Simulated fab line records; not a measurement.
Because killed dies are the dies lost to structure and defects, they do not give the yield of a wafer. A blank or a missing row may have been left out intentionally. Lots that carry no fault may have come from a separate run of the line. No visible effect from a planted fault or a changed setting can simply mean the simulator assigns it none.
Matching of chambers    flow n5 finfet    rie diel-05 running N5_FIN_SAQP_STRIP_55: 4 sister chambers
The step strips in N2/H2. 14 wafers are shown with their chamber, then 7 later ones without.

== WAFERS, EACH WITH ITS CHAMBER ==
wafer   chamber  throttle valve pct (%)  showerhead plenum p Torr (Torr)  oes product au (a.u.)
L074.1  2        18.5                    3.50                             0.81
L074.3  0        18.7                    3.36                             0.75
L074.6  3        19.3                    3.32                             0.70
L075.1  1        19.0                    3.36                             0.76
L075.2  0        18.7                    3.36                             0.76
L075.3  2        18.5                    3.49                             0.79
L075.4  3        19.3                    3.32                             0.71
L075.5  1        19.1                    3.36                             0.77
L075.6  0        18.7                    3.36                             0.76
L076.1  1        19.0                    3.36                             0.76
L076.4  2        18.5                    3.49                             0.81
L076.6  3        19.3                    3.32                             0.71
L083.2  3        19.3                    3.31                             0.70
L083.3  0        18.7                    3.35                             0.72

SIGNATURES, as means of the wafers listed above
reading                   chamber 0  chamber 1  chamber 2  chamber 3  scatter within a chamber
throttle valve pct        18.700     19.033     18.500     19.300     0.0258
showerhead plenum p Torr  3.3575     3.3600     3.4933     3.3175     0.00465
oes product au            0.7475     0.7633     0.8033     0.7050     0.0123
Rule: distance of a wafer from a chamber = root of the sum over the readings of ((wafer's reading minus chamber's mean) / reading's scatter) squared. If the next closest chamber is less than 2 further off than the closest, the wafer can't be placed; otherwise it belongs to the closest. The scatter: take each reading less its chamber's mean, square it, sum over the shown wafers, divide by the number of wafers less the number of chambers, and take the root.

== WAFERS WHOSE CHAMBER IS MISSING ==
wafer   throttle valve pct (%)  showerhead plenum p Torr (Torr)  oes product au (a.u.)
L083.4  18.7                    3.35                             0.73
L089.2  18.6                    3.48                             0.77
L089.5  19.3                    3.30                             0.67
L089.6  18.5                    3.48                             0.76
L096.1  18.7                    3.33                             0.71
L096.2  18.6                    3.47                             0.75
L096.5  19.1                    3.34                             0.74

== EACH ONE'S CHAMBER ==
wafer   from the rows above  in truth
L083.4  0                    0
L089.2  2                    2
L089.5  3                    3
L089.6  2                    2
L096.1  0                    0
L096.2  2                    2
L096.5  1                    1
Correct placement for 7 of the 7. Not placeable from these rows: 0. Wrongly placed: 0.
